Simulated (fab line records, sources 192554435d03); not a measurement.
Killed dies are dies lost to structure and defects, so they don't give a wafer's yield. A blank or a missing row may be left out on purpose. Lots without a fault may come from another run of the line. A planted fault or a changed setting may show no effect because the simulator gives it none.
A struck lot beside a sound one | flow n5_finfet | 30 steps out of a route of 1938
Sound: wafers L679.2, L679.3, L679.5. Struck: wafers L673.1, L673.3, L673.5. The cause comes at the end.
At each step with rows: each side's tool, then ch and its chambers, then its first start. Under that, the readings that differ: sound wafers | struck wafers | difference of the means | sigmas: that difference in standard deviations of wafers without a fault.
alike: readings whose means differ by less than 2 such deviations, and words and numbers that are the same on both sides. not compared: withheld readings, readings that some wafer has no value for, bounds like >300 that may hide the same value, and numbers for which the record gives no deviation and whose values overlap.
The two part at a step that has a row with sigmas, a row that says differs or no value, or rows on one side only. Numbers that don't overlap but have no deviation are shown without sigmas and don't part them. A reading that every wafer of one side lacks parts them only if that side has two wafers or more.

first, 9 steps without rows for these wafers: N5_MOL_CONTACT_COAG_SRD_128 (dry time 32 s); N5_MOL_CONTACT_COAG_CMP_52 (polishes, stops on SiO2, t overpolish 1.5 s, target thk 66.5 nm); N5_MOL_CONTACT_COAG_ANNEAL_112 (time 1800 s); N5_BEOL_M0_SAQP_PECVD_00 (deposits SiCN from 3MS/NH3, target thk 8 nm, time 14 s); N5_BEOL_M0_SAQP_ILD_DEP_01 (deposits SiOC from DEMS/O2, target thk 45.419 nm, time 8.7 s); N5_BEOL_M0_SAQP_HM_DEP_02 (deposits TiN, target thk 12 nm); N5_BEOL_M0_SAQP_PECVD_03 (deposits SiCN from 3MS/NH3, target thk 12 nm, time 21.1 s); N5_BEOL_M0_SAQP_PECVD_96 (deposits a-Si from SiH4/He, target thk 45 nm, time 45.2 s); N5_BEOL_M0_SAQP_PECVD_97 (deposits SiNx from SiH4/NH3/N2, target thk 23 nm, time 19.9 s).
N5_BEOL_M0_SAQP_PECVD_04: deposits a-Si from SiH4/He, target thk 60 nm, time 60.2 s.
  sound on pecvd-02 ch 1,2, day 8 20:11; struck on pecvd-03 ch 0,2, day 7 07:32
  reading            | sound       | struck      | difference | sigmas
  heater_power_w (W) | 725 739 723 | 531 555 555 | -182       | -2
  alike: showerhead_plenum_p_Torr, throttle_valve_pct
N5_BEOL_M0_SAQP_THK_MEAS_05:
  sound on film_metro-01, day 8 20:17; struck on film_metro-01, day 7 07:37
  reading     | sound          | struck         | difference | sigmas
  thk_nm (nm) | 58.8 59.9 59.5 | 50.9 51.1 51.0 | -8.4       | -10
then, 15 steps without rows for these wafers: N5_BEOL_M0_SAQP_HM_DEP_111 (deposits SiO2 from SiH4/N2O, target thk 12 nm, time 7.2 s); N5_BEOL_M0_SAQP_COAT_81 (time 60 s, resist thk 100 nm); N5_BEOL_M0_SAQP_COAT_82 (time 60 s, resist thk 30 nm); N5_BEOL_M0_SAQP_COAT_08 (resist thk 90 nm); N5_BEOL_M0_SAQP_EBR_10; N5_BEOL_M0_SAQP_SOFTBAKE_09 (time 60 s); N5_BEOL_M0_SAQP_EXPOSE_11 (exposes mask M0 CORE, target cd 42 nm); N5_BEOL_M0_SAQP_PEB_12 (peb time 60 s); N5_BEOL_M0_SAQP_DEVELOP_13 (develop time 30 s); N5_BEOL_M0_SAQP_DESCUM_19 (chemistry O2, time 7.9 s); N5_BEOL_M0_SAQP_ETCH_83 (etches SiARC in CF4, target depth 39 nm, time 65 s); N5_BEOL_M0_SAQP_ETCH_84 (etches SOC in N2/H2, target depth 100 nm, overetch 20 nm, time 150 s); N5_BEOL_M0_SAQP_STRIP_80 (strips in N2/H2); N5_BEOL_M0_SAQP_HM_OPEN_112 (chemistry CHF3/O2, target SiO2, stops on a-Si, target depth 12 nm, time 13.5 s); N5_BEOL_M0_SAQP_STRIP_113 (strips in CHF3/O2).
N5_BEOL_M0_SAQP_MANDREL_ETCH_20: etches a-Si in HBr/Cl2, stops on SiNx, target depth 60 nm, bt time 10 s, time 30 s.
  sound on rie_si-05 ch 1,2,3, day 8 21:07; struck on rie_si-02 ch 0,1,2, day 7 08:20
  reading               | sound             | struck            | difference | sigmas
  oes_product_au (a.u.) | 0.771 0.771 0.777 | 0.696 0.698 0.684 | -0.080     | -6
  alike: bias_w, drypump_motor_current_A, throttle_valve_pct
  not compared: rf_hours_counter_h
then, 1 step without rows for these wafers: N5_BEOL_M0_SAQP_STRIP_86 (strips in N2/H2).
-- the record jumps here: 2 days lie between the struck wafers' starts before and after (it left off in module BEOL_M0_SAQP and takes up again in module BEOL_M4, whose first step shown is number 1111 of the route) --
N5_BEOL_M4_RC_MEAS_101:
  sound on prober-02 ch 0, day 11 03:08; struck on prober-02 ch 0, day 9 15:39
  alike: DIBL_N, DIBL_P, IOFF_N, IOFF_P, ION_N, ION_P, SS_N, SS_P, VT_N, VT_P
-- the record jumps here: 4 days lie between the struck wafers' starts before and after (it left off in module BEOL_M4 and takes up again in module PASSIVATION, whose first step shown is number 1936 of the route) --
N5_PASSIVATION_PROBE_49:
  sound on prober-02, day 15 09:55; struck on prober-01, day 14 01:14
  alike: defect_limited_yield, killed_at_M0_to_M3, killed_at_M4_up, killed_at_contacts, killed_at_front_end, killed_at_other, killed_dies, killed_open, killed_short, sort_bin_4_leakage, sort_bin_5_function, sort_bin_6_memory, sort_bin_8_speed, sort_n_pass, sort_yield_pct

WHERE THEY PART
First at N5_BEOL_M0_SAQP_PECVD_04; last, within this record, at N5_BEOL_M0_SAQP_MANDREL_ETCH_20. Later steps at which nothing parts them and some readings are alike: N5_BEOL_M4_RC_MEAS_101, N5_PASSIVATION_PROBE_49.

WHY: what the simulator had put in
Site profile drift: pecvd-03, from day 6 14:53 on, at N5_BEOL_M0_SAQP_PECVD_04. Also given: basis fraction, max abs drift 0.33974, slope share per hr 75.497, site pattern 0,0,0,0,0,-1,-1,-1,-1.
